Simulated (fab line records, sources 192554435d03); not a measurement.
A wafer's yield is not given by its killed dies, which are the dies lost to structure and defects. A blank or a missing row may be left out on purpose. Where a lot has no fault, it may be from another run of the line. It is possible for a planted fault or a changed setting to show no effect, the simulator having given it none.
fab line records + flow n5Finfet
record
- lots=7
- wafers=21
- lastDay=17
route steps=1938 shown BEOL_M4@1111 BEOL_M5@1112
lots that met no fault: from a run of the same line without faults
startH: hours from the record's opening day to when the first of the lot's shown wafers began + waitH: time in hours since the lot's previous step + " as in the row above + L1.1+2: one row covering several wafers at once + - no value, or no start given + * or withheld: withheld + < > ~ a bound
route shown NAME@n: NAME is a module with steps in the file, n the number in the route of the first one + usual: the fault-free wafers' mean and standard deviation + same: alike in all rows + chamber/n: place in a boat + sites: each site's reading + _std_site: the standard deviation of these + _edge_site: mean of outer sites minus mean of inner sites + radiusMm: how far each site lies from the wafer's centre + mask NAME#n: copy n + behind: the last tool/chamber to shape the wafer + hold: why the lot was held/for how many hours/how that ended + device: the n, p or np transistor that did not switch + end of line: tests run on the same wafers once the route is complete + where a step has no rows: the recipe by itself + killed: at the first sort, the dies lost to defects and structure; wafer yield is something else + map: shows each die of a wafer: x if killed, . if not, _ if none is there
set.NAME: the setting as run; set.NAME@STEP: as run at that earlier step + model.NAME: the simulator's own value behind a step, which no gauge read
lots seen at some steps along the route; tables by step, rows by wafer
services: the hour from which a tool's chamber was out of use, counted from the record's first day as startH (under 0 if before that day), plus the number of hours and why
## steps
# step N5_BEOL_M4_RC_MEAS_101
# usual
- DIBL_N=36.5/1.7
- DIBL_P=36.3/2.1
- IOFF_N=0.16/0.036
- IOFF_P=0.21/0.037
- ION_N=676/12
- ION_P=462/7.6
- SS_N=71.5/0.68
- SS_P=73.3/0.63
- VT_N=249/3.5
- VT_P=-250/3.5
| lot.wafer | tool      | chamber | startH | waitH | DIBL_N[mV/V] | DIBL_P[mV/V] | IOFF_N[nA/um] | IOFF_P[nA/um] | ION_N[uA/um] | ION_P[uA/um] | SS_N[mV/dec] | SS_P[mV/dec] | VT_N[mV] | VT_P[mV] |
|-----------|-----------|---------|--------|-------|--------------|--------------|---------------|---------------|--------------|--------------|--------------|--------------|----------|----------|
| L188.2    | prober-02 | 0       | 202.08 | 0.2   | 37.2         | 36.1         | 0.17          | 0.23          | 673          | 461          | 70.8         | 73.4         | 249      | -250     |
| L188.3    | "         | 0       | "      | "     | 40.5         | 39.3         | 0.26          | 0.29          | 699          | 475          | 72.6         | 74.8         | 243      | -246     |
| L188.6    | "         | 0       | "      | "     | 38.2         | 37.6         | 0.19          | 0.25          | 682          | 467          | 71.5         | 74.4         | 248      | -249     |
| L194.4    | prober-01 | 0       | 247.36 | 0.5   | 36.9         | 34.8         | 0.14          | 0.15          | 667          | 449          | 71.6         | 73.0         | 248      | -258     |
| L194.5    | "         | 0       | "      | "     | 37.1         | 34.9         | 0.15          | 0.16          | 679          | 454          | 71.8         | 73.7         | 250      | -257     |
| L194.6    | "         | 0       | "      | "     | 37.9         | 37.0         | 0.17          | 0.18          | 687          | 465          | 71.7         | 73.3         | 250      | -257     |
| L195.1    | prober-01 | 0       | 251.03 | 0.0   | 35.1         | 36.1         | 0.13          | 0.18          | 668          | 453          | 71.6         | 72.9         | 251      | -251     |
| L195.2    | "         | 0       | "      | "     | 39.8         | 40.8         | 0.22          | 0.24          | 691          | 465          | 72.5         | 74.3         | 246      | -251     |
| L195.4    | "         | 0       | "      | "     | 36.1         | 37.5         | 0.16          | 0.19          | 678          | 464          | 71.4         | 73.5         | 250      | -252     |
| L196.1    | prober-02 | 0       | 254.55 | 0.0   | 33.8         | 32.1         | 0.12          | 0.19          | 656          | 465          | 71.3         | 72.7         | 252      | -247     |
| L196.2    | "         | 0       | "      | "     | 36.8         | 35.5         | 0.16          | 0.24          | 676          | 466          | 71.8         | 73.0         | 248      | -247     |
| L196.6    | "         | 0       | "      | "     | 36.5         | 35.6         | 0.16          | 0.24          | 670          | 467          | 71.1         | 72.9         | 248      | -247     |
| L200.1    | prober-01 | 0       | 256.68 | 0.0   | 37.2         | 37.5         | 0.17          | 0.21          | 677          | 467          | 72.2         | 72.9         | 247      | -252     |
| L200.4    | "         | 0       | "      | "     | 35.2         | 34.7         | 0.14          | 0.17          | 670          | 454          | 71.1         | 72.9         | 253      | -255     |
| L200.5    | "         | 0       | "      | "     | 37.9         | 38.4         | 0.17          | 0.23          | 684          | 469          | 71.4         | 73.9         | 251      | -249     |
| L199.1    | prober-01 | 0       | 259.59 | 0.0   | 35.5         | 34.1         | 0.14          | 0.18          | 656          | 450          | 72.2         | 73.3         | 255      | -254     |
| L199.2    | "         | 0       | "      | "     | 35.2         | 35.7         | 0.14          | 0.20          | 666          | 456          | 71.6         | 73.6         | 251      | -252     |
| L199.6    | "         | 0       | "      | "     | 35.7         | 35.6         | 0.15          | 0.20          | 675          | 455          | 72.1         | 73.5         | 249      | -250     |
| L201.3    | prober-02 | 0       | 282.47 | 0.3   | 39.6         | 41.4         | 0.28          | 0.32          | 696          | 475          | 73.6         | 74.2         | 243      | -245     |
| L201.4    | "         | 0       | "      | "     | 36.1         | 36.9         | 0.17          | 0.21          | 681          | 464          | 72.4         | 74.3         | 248      | -252     |
| L201.6    | "         | 0       | "      | "     | 35.7         | 37.0         | 0.18          | 0.23          | 688          | 469          | 71.5         | 73.4         | 248      | -249     |
# step N5_BEOL_M5_ILD_DEP_00
# recipe
- material=SiCOH_lowk
- targetThkA=1406.4
- tempC=300
- precursor=DEMS/porogen
- pressureTorr=5
- rfW=500
- timeS=25.9
# usual
- heaterPowerW=267/48
- showerheadPlenumPTorr=5.740/0.017
- showerheadVppV=1422/55
- throttleValvePct=14.1/0.63
| lot.wafer | tool     | chamber | startH | waitH | heaterPowerW | showerheadPlenumPTorr | showerheadVppV | throttleValvePct |
|-----------|----------|---------|--------|-------|--------------|-----------------------|----------------|------------------|
| L188.2    | pecvd-02 | 1       | 202.90 | 0.7   | 305          | 5.734                 | 1404           | 14.7             |
| L188.3    | "        | 0       | "      | "     | 319          | 5.765                 | 1461           | 13.4             |
| L188.6    | "        | 0       | "      | "     | 320          | 5.766                 | 1448           | 12.9             |
| L194.4    | pecvd-03 | 1       | 247.89 | 0.4   | 252          | 5.739                 | 1452           | 14.4             |
| L194.5    | "        | 2       | "      | "     | 259          | 5.735                 | 1345           | 13.4             |
| L194.6    | "        | 0       | "      | "     | 182          | 5.756                 | 1502           | 15.0             |
| L195.1    | pecvd-04 | 0       | 252.00 | 0.8   | 273          | 5.721                 | 1363           | 14.1             |
| L195.2    | "        | 1       | "      | "     | 263          | 5.772                 | 1420           | 13.4             |
| L195.4    | "        | 1       | "      | "     | 261          | 5.761                 | 1404           | 13.6             |
| L196.1    | pecvd-03 | 1       | 255.51 | 0.8   | 257          | 5.743                 | 1468           | 14.4             |
| L196.2    | "        | 2       | "      | "     | 278          | 5.734                 | 1360           | 13.5             |
| L196.6    | "        | 0       | "      | "     | 181          | 5.735                 | 1492           | 15.0             |
| L200.1    | pecvd-03 | 1       | 257.64 | 0.8   | 247          | 5.738                 | 1476           | 14.4             |
| L200.4    | "        | 1       | "      | "     | 255          | 5.737                 | 1461           | 14.3             |
| L200.5    | "        | 2       | "      | "     | 264          | 5.735                 | 1363           | 13.2             |
| L199.1    | pecvd-03 | 1       | 260.55 | 0.8   | 262          | 5.744                 | 1439           | 14.0             |
| L199.2    | "        | 0       | "      | "     | 177          | 5.746                 | 1488           | 15.0             |
| L199.6    | "        | 1       | "      | "     | 254          | 5.748                 | 1467           | 14.3             |
| L201.3    | pecvd-02 | 2       | 283.12 | 0.5   | 377          | 5.751                 | 1380           | 12.9             |
| L201.4    | "        | 2       | "      | "     | 382          | 5.763                 | 1370           | 13.1             |
| L201.6    | "        | 0       | "      | "     | 339          | 5.748                 | 1448           | 13.4             |
# step N5_BEOL_M5_CURE_79
# recipe
- tempC=385
- timeS=240
- ambient=He/Ar
- material=SiCOH_lowk
# usual
- lampPowerPct=52.31/0.055
- wafer_temp_C_max=386.9/0.73
| lot.wafer | tool      | chamber | startH | waitH | lampPowerPct | wafer_temp_C_max |
|-----------|-----------|---------|--------|-------|--------------|------------------|
| L188.2    | uvCure-03 | 1       | 203.06 | 0.1   | 52.37        | 386.6            |
| L188.3    | "         | 1       | "      | "     | 52.33        | 386.4            |
| L188.6    | "         | 1       | "      | "     | 52.33        | 387.7            |
| L194.4    | uvCure-01 | 2       | 248.17 | 0.3   | 52.24        | 387.6            |
| L194.5    | "         | 2       | "      | "     | 52.33        | 387.3            |
| L194.6    | "         | 2       | "      | "     | 52.25        | 387.2            |
| L195.1    | uvCure-02 | 2       | 252.44 | 0.4   | 52.26        | 386.0            |
| L195.2    | "         | 2       | "      | "     | 52.30        | 386.2            |
| L195.4    | "         | 2       | "      | "     | 52.30        | 386.1            |
| L196.1    | uvCure-01 | 0       | 255.57 | 0.0   | 52.24        | 387.6            |
| L196.2    | "         | 0       | "      | "     | 52.38        | 387.5            |
| L196.6    | "         | 0       | "      | "     | 52.23        | 387.9            |
| L200.1    | uvCure-01 | 0       | 257.96 | 0.3   | 52.33        | 386.9            |
| L200.4    | "         | 0       | "      | "     | 52.30        | 387.6            |
| L200.5    | "         | 0       | "      | "     | 52.30        | 387.8            |
| L199.1    | uvCure-02 | 2       | 260.61 | 0.0   | 52.34        | 386.6            |
| L199.2    | "         | 2       | "      | "     | 52.31        | 386.0            |
| L199.6    | "         | 2       | "      | "     | 52.36        | 386.5            |
| L201.3    | uvCure-01 | 0       | 283.34 | 0.2   | 52.31        | 387.2            |
| L201.4    | "         | 0       | "      | "     | 52.33        | 388.3            |
| L201.6    | "         | 0       | "      | "     | 52.28        | 387.8            |
# step N5_BEOL_M5_THK_MEAS_01
# recipe
- reads=SiCOH_lowk_of_BEOL_M5_ILD_DEP_00
# usual
- M5_ILD_THK=120.2/1.7
| lot.wafer | tool         | chamber | startH | waitH | M5_ILD_THK[nm] |
|-----------|--------------|---------|--------|-------|----------------|
| L188.2    | filmMetro-02 | -       | 203.50 | 0.4   | 117.8          |
| L188.3    | "            | -       | "      | "     | 120.3          |
| L188.6    | "            | -       | "      | "     | 121.9          |
| L194.4    | filmMetro-01 | -       | 248.44 | 0.2   | 119.6          |
| L194.5    | "            | -       | "      | "     | 119.8          |
| L194.6    | "            | -       | "      | "     | 118.8          |
| L195.1    | filmMetro-01 | -       | 252.95 | 0.4   | 120.2          |
| L195.2    | "            | -       | "      | "     | 121.2          |
| L195.4    | "            | -       | "      | "     | 121.8          |
| L196.1    | filmMetro-01 | -       | 256.09 | 0.4   | 116.5          |
| L196.2    | "            | -       | "      | "     | 116.8          |
| L196.6    | "            | -       | "      | "     | 118.6          |
| L200.1    | filmMetro-02 | -       | 258.47 | 0.4   | 119.7          |
| L200.4    | "            | -       | "      | "     | 122.2          |
| L200.5    | "            | -       | "      | "     | 122.0          |
| L199.1    | filmMetro-02 | -       | 261.12 | 0.4   | 118.2          |
| L199.2    | "            | -       | "      | "     | 118.7          |
| L199.6    | "            | -       | "      | "     | 121.5          |
| L201.3    | filmMetro-02 | -       | 283.69 | 0.3   | 118.4          |
| L201.4    | "            | -       | "      | "     | 121.4          |
| L201.6    | "            | -       | "      | "     | 121.8          |
# step N5_BEOL_M5_PECVD_70
# recipe
- material=SiO2
- targetThkA=160
- tempC=400
- precursor=TEOS/O2
- pressureTorr=5.5
- rfW=450
- teosFlowSccm=53.8
- gas=O2
- flowSccm=3000
- timeS=18
# usual
- heaterPowerW=635/80
- showerheadPlenumPTorr=8.79/0.072
- showerheadVppV=1343/51
- throttleValvePct=22.7/0.95
| lot.wafer | tool     | chamber | startH | waitH | heaterPowerW | showerheadPlenumPTorr | showerheadVppV | throttleValvePct |
|-----------|----------|---------|--------|-------|--------------|-----------------------|----------------|------------------|
| L188.2    | pecvd-04 | 1       | 203.53 | 0.0   | 561          | 8.87                  | 1348           | 22.2             |
| L188.3    | "        | 0       | "      | "     | 676          | 8.69                  | 1287           | 23.0             |
| L188.6    | "        | 1       | "      | "     | 571          | 8.87                  | 1349           | 22.0             |
| L194.4    | pecvd-04 | 0       | 248.49 | 0.1   | 627          | 8.70                  | 1281           | 22.7             |
| L194.5    | "        | 1       | "      | "     | 586          | 8.91                  | 1315           | 22.0             |
| L194.6    | "        | 0       | "      | "     | 629          | 8.69                  | 1284           | 22.9             |
| L195.1    | pecvd-04 | 1       | 252.99 | 0.0   | 634          | 8.89                  | 1332           | 22.2             |
| L195.2    | "        | 0       | "      | "     | 567          | 8.69                  | 1273           | 22.6             |
| L195.4    | "        | 0       | "      | "     | 562          | 8.72                  | 1279           | 22.9             |
| L196.1    | pecvd-03 | 2       | 256.12 | 0.0   | 618          | 8.77                  | 1297           | 21.5             |
| L196.2    | "        | 1       | "      | "     | 609          | 8.81                  | 1369           | 23.1             |
| L196.6    | "        | 2       | "      | "     | 608          | 8.78                  | 1289           | 21.5             |
| L200.1    | pecvd-04 | 2       | 258.51 | 0.0   | 658          | 8.72                  | 1402           | 23.4             |
| L200.4    | "        | 1       | "      | "     | 547          | 8.86                  | 1322           | 22.0             |
| L200.5    | "        | 2       | "      | "     | 643          | 8.73                  | 1432           | 23.1             |
| L199.1    | pecvd-03 | 1       | 261.16 | 0.0   | 591          | 8.81                  | 1366           | 23.0             |
| L199.2    | "        | 0       | "      | "     | 499          | 8.80                  | 1414           | 24.4             |
| L199.6    | "        | 0       | "      | "     | 501          | 8.81                  | 1432           | 24.3             |
| L201.3    | pecvd-04 | 2       | 283.75 | 0.1   | 674          | 8.71                  | 1419           | 23.5             |
| L201.4    | "        | 0       | "      | "     | 695          | 8.70                  | 1266           | 22.8             |
| L201.6    | "        | 2       | "      | "     | 666          | 8.68                  | 1411           | 23.3             |
# step N5_BEOL_M5_HM_DEP_02
# recipe
- material=TiN
- targetThkA=200
- tempC=25
- chamberPressurePa=0.49996
# usual
- throttleValvePct=30.2/0.59
| lot.wafer | tool          | chamber | startH | waitH | throttleValvePct |
|-----------|---------------|---------|--------|-------|------------------|
| L188.2    | pvdSputter-02 | -       | 205.11 | 1.6   | 29.9             |
| L188.3    | "             | -       | "      | "     | 29.3             |
| L188.6    | "             | -       | "      | "     | 31.0             |
| L194.4    | pvdSputter-01 | -       | 250.29 | 1.8   | 29.6             |
| L194.5    | "             | -       | "      | "     | 30.0             |
| L194.6    | "             | -       | "      | "     | 30.8             |
| L195.1    | pvdSputter-02 | -       | 253.82 | 0.8   | 30.4             |
| L195.2    | "             | -       | "      | "     | 30.8             |
| L195.4    | "             | -       | "      | "     | 29.9             |
| L196.1    | pvdSputter-01 | -       | 256.18 | 0.0   | 30.4             |
| L196.2    | "             | -       | "      | "     | 30.0             |
| L196.6    | "             | -       | "      | "     | 29.9             |
| L200.1    | pvdSputter-01 | -       | 258.76 | 0.2   | 30.6             |
| L200.4    | "             | -       | "      | "     | 29.5             |
| L200.5    | "             | -       | "      | "     | 29.9             |
| L199.1    | pvdSputter-02 | -       | 264.42 | 3.2   | 29.4             |
| L199.2    | "             | -       | "      | "     | 30.2             |
| L199.6    | "             | -       | "      | "     | 30.7             |
| L201.3    | pvdSputter-01 | -       | 284.49 | 0.7   | 29.4             |
| L201.4    | "             | -       | "      | "     | 30.3             |
| L201.6    | "             | -       | "      | "     | 29.9             |
# step N5_BEOL_M5_COAT_59
# recipe
- resist=SOC
- tempC=250
- timeS=60
- spinRpm=1500
- resistThkNm=60
# step N5_BEOL_M5_COAT_60
# recipe
- resist=SiARC
- tempC=220
- timeS=60
- spinRpm=1500
- resistThkNm=12
# step N5_BEOL_M5_COAT_71
# recipe
- resist=underlayer
- tempC=205
- timeS=60
- spinRpm=1500
- resistThkNm=5
# step N5_BEOL_M5_COAT_05
# recipe
- resist=CAR-EUV
- spinRpm=1500
- resistThkNm=30
# step N5_BEOL_M5_EBR_07
# recipe
- solvent=PGMEA
- ebrWidthMm=1.5
# step N5_BEOL_M5_SOFTBAKE_06
# recipe
- tempC=110
- timeS=60
- resist=CAR-EUV
# step N5_BEOL_M5_EXPOSE_08
# recipe
- maskId=M5
- na=0.33
- sourceShape=annular
- sigmaInner=0.4
- sigmaOuter=0.8
- polarization=unpolarized
- targetCdNm=28
- doseMj=35.75
| lot.wafer  | tool          | chamber | startH | waitH | mask | model.BEOL_M5.overlayXNm |
|------------|---------------|---------|--------|-------|------|--------------------------|
| L188.2+3+6 | euvScanner-01 | 0       | 205.38 | -     | M5#0 | 0.4                      |
| L194.4+5+6 | euvScanner-01 | 0       | 250.57 | -     | M5#0 | 7.2                      |
| L195.1+2+4 | euvScanner-01 | 0       | 254.08 | -     | M5#0 | 7.8                      |
| L196.1+2+6 | euvScanner-01 | 0       | 256.57 | -     | M5#0 | 7.6                      |
| L200.1+4+5 | euvScanner-02 | 0       | 259.16 | -     | M5#0 | -0.2                     |
| L199.1+2+6 | euvScanner-02 | 0       | 264.69 | -     | M5#0 | 0.4                      |
| L201.3+4+6 | euvScanner-02 | 0       | 284.77 | -     | M5#0 | -0.4                     |
# step N5_BEOL_M5_PEB_09
# recipe
- pebTempC=100
- pebTimeS=60
- resist=CAR-EUV
# step N5_BEOL_M5_DEVELOP_10
# recipe
- developTimeS=30
- developer=TMAH
- resist=CAR-EUV
- rinseLiquid=surfactantRinse
- dry=airSpin
- devTempC=23
# step N5_BEOL_M5_CD_MEAS_11
# recipe
- targetCdNm=27.74
- landingEnergyEv=500
- detector=seInlens
# usual
- cdNm=28.03/0.27
| lot.wafer | tool     | chamber | startH | waitH | cdNm  |
|-----------|----------|---------|--------|-------|-------|
| L188.2    | cdSem-03 | 0       | 205.50 | -     | 28.17 |
| L188.3    | "        | 0       | "      | "     | 28.16 |
| L188.6    | "        | 0       | "      | "     | 28.15 |
| L194.4    | cdSem-02 | 0       | 250.69 | -     | 28.03 |
| L194.5    | "        | 0       | "      | "     | 28.05 |
| L194.6    | "        | 0       | "      | "     | 28.38 |
| L195.1    | cdSem-01 | 0       | 254.21 | -     | 28.01 |
| L195.2    | "        | 0       | "      | "     | 28.00 |
| L195.4    | "        | 0       | "      | "     | 27.95 |
| L196.1    | cdSem-03 | 0       | 256.70 | -     | 27.43 |
| L196.2    | "        | 0       | "      | "     | 27.93 |
| L196.6    | "        | 0       | "      | "     | 28.11 |
| L200.1    | cdSem-01 | 0       | 259.29 | -     | 28.43 |
| L200.4    | "        | 0       | "      | "     | 28.64 |
| L200.5    | "        | 0       | "      | "     | 28.25 |
| L199.1    | cdSem-03 | 0       | 264.81 | -     | 28.16 |
| L199.2    | "        | 0       | "      | "     | 27.78 |
| L199.6    | "        | 0       | "      | "     | 27.97 |
| L201.3    | cdSem-02 | 0       | 284.89 | -     | 28.25 |
| L201.4    | "        | 0       | "      | "     | 28.21 |
| L201.6    | "        | 0       | "      | "     | 27.61 |
# step N5_BEOL_M5_OVL_MEAS_12
# recipe
- pointsPerWafer=522
# usual
- M5_OVL=-0.3/0.68
| lot.wafer | tool       | chamber | startH | waitH | M5_OVL[nm] |
|-----------|------------|---------|--------|-------|------------|
| L188.2    | overlay-01 | 0       | 205.54 | 0.0   | 0.0        |
| L188.3    | "          | 0       | "      | "     | 0.3        |
| L188.6    | "          | 0       | "      | "     | -0.2       |
| L194.4    | overlay-01 | 0       | 250.73 | 0.0   | 5.5        |
| L194.5    | "          | 0       | "      | "     | 6.8        |
| L194.6    | "          | 0       | "      | "     | 7.1        |
| L195.1    | overlay-01 | 0       | 254.24 | 0.0   | 7.0        |
| L195.2    | "          | 0       | "      | "     | 7.5        |
| L195.4    | "          | 0       | "      | "     | 7.9        |
| L196.1    | overlay-02 | 0       | 256.74 | 0.0   | 8.1        |
| L196.2    | "          | 0       | "      | "     | 7.5        |
| L196.6    | "          | 0       | "      | "     | 7.1        |
| L200.1    | overlay-01 | 0       | 259.33 | 0.0   | 1.1        |
| L200.4    | "          | 0       | "      | "     | -1.3       |
| L200.5    | "          | 0       | "      | "     | -0.1       |
| L199.1    | overlay-01 | 0       | 264.84 | 0.0   | -0.1       |
| L199.2    | "          | 0       | "      | "     | -0.1       |
| L199.6    | "          | 0       | "      | "     | 0.8        |
| L201.3    | overlay-01 | 0       | 284.92 | 0.0   | -0.1       |
| L201.4    | "          | 0       | "      | "     | -0.9       |
| L201.6    | "          | 0       | "      | "     | 0.8        |
# step N5_BEOL_M5_INSPECT_13
# recipe
- mode=adi
- inspectInstrument=brightfield
# usual
- rawDefectCount=379/80
| lot.wafer | tool             | chamber | startH | waitH | rawDefectCount |
|-----------|------------------|---------|--------|-------|----------------|
| L188.2    | defectInspect-02 | -       | 205.59 | 0.0   | 396            |
| L188.3    | "                | -       | "      | "     | 289            |
| L188.6    | "                | -       | "      | "     | 324            |
| L194.4    | defectInspect-02 | -       | 250.77 | 0.0   | 467            |
| L194.5    | "                | -       | "      | "     | 349            |
| L194.6    | "                | -       | "      | "     | 416            |
| L195.1    | defectInspect-02 | -       | 254.29 | 0.1   | 394            |
| L195.2    | "                | -       | "      | "     | 346            |
| L195.4    | "                | -       | "      | "     | 279            |
| L196.1    | defectInspect-02 | -       | 256.80 | 0.1   | 256            |
| L196.2    | "                | -       | "      | "     | 384            |
| L196.6    | "                | -       | "      | "     | 396            |
| L200.1    | defectInspect-02 | -       | 259.38 | 0.1   | 362            |
| L200.4    | "                | -       | "      | "     | 364            |
| L200.5    | "                | -       | "      | "     | 390            |
| L199.1    | defectInspect-01 | -       | 264.90 | 0.1   | 286            |
| L199.2    | "                | -       | "      | "     | 287            |
| L199.6    | "                | -       | "      | "     | 312            |
| L201.3    | defectInspect-01 | -       | 284.97 | 0.0   | 445            |
| L201.4    | "                | -       | "      | "     | 461            |
| L201.6    | "                | -       | "      | "     | 527            |
## services
| tool          | chamber | startH | hours | kind                         |
|---------------|---------|--------|-------|------------------------------|
| euvScanner-02 | -       | 183.17 | 1.1   | repair                       |
| euvScanner-01 | -       | 187.69 | 1.0   | repair                       |
| euvScanner-01 | -       | 188.90 | 1.0   | pm                           |
| pecvd-04      | -       | 189.42 | 0.3   | repair                       |
| euvScanner-02 | -       | 192.83 | 1.5   | repair                       |
| euvScanner-02 | -       | 196.34 | 3.4   | repair                       |
| pecvd-02      | 2       | 202.38 | -     | clean                        |
| pecvd-02      | 2       | 202.38 | -     | consumableReplace:showerhead |
| pecvd-02      | 2       | 202.38 | 29.0  | scheduledDown                |
| euvScanner-02 | -       | 203.80 | 1.0   | pm                           |
| pecvd-03      | 2       | 210.24 | 18.6  | repair                       |
| uvCure-01     | -       | 222.97 | 2.1   | pm                           |
| pecvd-03      | 1       | 230.40 | 2.1   | scheduledDown                |
| euvScanner-01 | 0       | 231.22 | -     | calibration                  |
| uvCure-02     | -       | 232.28 | 6.0   | pm                           |
| pecvd-04      | 0       | 233.51 | 2.1   | scheduledDown                |
| pecvd-04      | 1       | 236.22 | 5.5   | scheduledDown                |
| pecvd-04      | 2       | 241.68 | 16.5  | scheduledDown                |
| euvScanner-01 | -       | 245.05 | 1.0   | pm                           |
| uvCure-03     | -       | 247.32 | 129.3 | repair                       |
| euvScanner-01 | -       | 258.19 | 1.7   | repair                       |
| euvScanner-02 | -       | 259.95 | 1.0   | pm                           |
| euvScanner-02 | 0       | 265.68 | -     | calibration                  |
| pecvd-04      | 1       | 277.93 | 6.6   | repair                       |
## key
firstSign
- step=N5_BEOL_M5_OVL_MEAS_12
- reading=M5_OVL
- direction=up
- sigmas=11
- usual=-0.3
- struck=7.2
effect none on later readings
modelEffect
- step=N5_BEOL_M5_EXPOSE_08
- value=BEOL_M5.overlayXNm
- without=-0.2667
- struck=7.533
metAt N5_BEOL_M5_EXPOSE_08
struckWafers L194.4,L194.5,L194.6,L195.1,L195.2,L195.4,L196.1,L196.2,L196.6
onsetBetween 205.38 250.57
fault
- kind=scannerMatchingOverlay
- tool=euvScanner-01
- chamber=-
- onsetH=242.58
- steps=N5_BEOL_M5_EXPOSE_08
- offset=7.7949
